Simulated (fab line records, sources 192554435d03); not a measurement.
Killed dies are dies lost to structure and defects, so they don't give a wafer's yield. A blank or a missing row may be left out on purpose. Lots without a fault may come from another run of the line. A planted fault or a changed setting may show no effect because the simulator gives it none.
Split-lot experiment | flow n5_finfet | 7 lots, 21 wafers read, on a route of 1938 steps

THE SPLIT
At N5_BEOL_M13_ETCH_59 (etches BARC in N2/H2, target depth 89 nm, overetch 26.7 nm, time 67.9 s), the setting time_s was moved away from the recipe's 67.9 s on 2 of the 21 wafers read, by +20.9% to +22.1%. The other wafers ran this setting at the recipe's value.

The reading is taken at the split's own step.

THE READING
coat_of_BEOL_M13_COAT_04.thk_nm (the simulator's own value, which no gauge read), in nm, at N5_BEOL_M13_ETCH_59 (etches BARC in N2/H2, target depth 89 nm, overetch 26.7 nm, time 67.9 s). The file gives no usual value for it. The 19 wafers here that ran the recipe average 317.1 nm, standard deviation 1.5 nm.

wafer  | tool, chamber at the split | time_s as run, s | against the recipe | coat_of_BEOL_M13_COAT_04.thk_nm, nm | against lot-mates on the recipe
L074.2 | rie_diel-02, 0             | 67.9             | recipe             | 318.6                               | -
L074.3 | rie_diel-02, 3             | 67.9             | recipe             | 317                                 | -
L074.5 | rie_diel-02, 2             | 67.9             | recipe             | 315.4                               | -
L076.1 | rie_diel-02, 3             | 67.9             | recipe             | 317.4                               | -
L076.4 | rie_diel-02, 0             | 67.9             | recipe             | 317.8                               | -
L076.6 | rie_diel-02, 2             | 67.9             | recipe             | 316.4                               | -
L077.1 | rie_diel-02, 3             | 67.9             | recipe             | 316.8                               | -
L077.3 | rie_diel-02, 1             | 67.9             | recipe             | 318.2                               | -
L077.5 | rie_diel-02, 1             | 67.9             | recipe             | 318.4                               | -
L082.2 | rie_diel-01, 1             | 67.9             | recipe             | 318.6                               | -
L082.3 | rie_diel-01, 3             | 67.9             | recipe             | 315.4                               | -
L082.6 | rie_diel-01, 2             | 82.11            | +20.9%             | 301.2                               | -15.8
L086.1 | rie_diel-01, 0             | 67.9             | recipe             | 318.2                               | -
L086.2 | rie_diel-01, 2             | 67.9             | recipe             | 315.2                               | -
L086.5 | rie_diel-01, 1             | 67.9             | recipe             | 318                                 | -
L091.1 | rie_diel-02, 0             | 67.9             | recipe             | 319                                 | -
L091.2 | rie_diel-02, 2             | 67.9             | recipe             | 318                                 | -
L091.6 | rie_diel-02, 3             | 67.9             | recipe             | 318.4                               | -
L097.1 | rie_diel-01, 2             | 67.9             | recipe             | 316                                 | -
L097.4 | rie_diel-01, 0             | 82.93            | +22.1%             | 307                                 | -7.5
L097.5 | rie_diel-01, 3             | 67.9             | recipe             | 313                                 | -

THE FIT
A straight line over all 21 wafers: coat_of_BEOL_M13_COAT_04.thk_nm changes by -0.601 nm for each +1% of time_s; r = -0.91; the points scatter about the line by 1.9 nm.
The same after taking each lot's own level away (the mean of its wafers on the recipe; 21 wafers): -0.535 nm for each +1%; r = -0.89; scatter 1.8 nm.
On that fit, the largest move of time_s shifts the reading by 12 nm.
The lots' own levels span 314.50 to 318.47 nm, that is 2.6 times the standard deviation above.
So the lot-to-lot level changes the slope: the two fits differ.
Check: with one of the wafers moved furthest among these (+22.1%) left out of the fit, the line predicts -16.7 nm for it against its lot-mates. It came out at -7.5 nm against them.

OTHER SPLITS ON THESE WAFERS
These wafers also went through other splits before the reading. Each is held against what the fit with the lots' levels taken away leaves over:
other split on the same wafers    | wafers away from the commonest value | r with coat_of_BEOL_M13_COAT_04.thk_nm (lot level and that fit taken away)
N5_BEOL_M9_DEGAS_44 temp_c        | 4                                    | +0.47
N5_BEOL_M11_COAT_05 spin_rpm      | 6                                    | +0.12
N5_BEOL_M11_DESCUM_16 time_s      | 7                                    | -0.13
N5_BEOL_M11_TRENCH_ETCH_37 bias_w | 5                                    | -0.06
N5_BEOL_M11_CURE_72 time_s        | 4                                    | +0.46

THE FILE'S OWN FIT
coat_of_BEOL_M13_COAT_04.thk_nm changes by -0.535 nm for each +1% of time_s, r = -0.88.
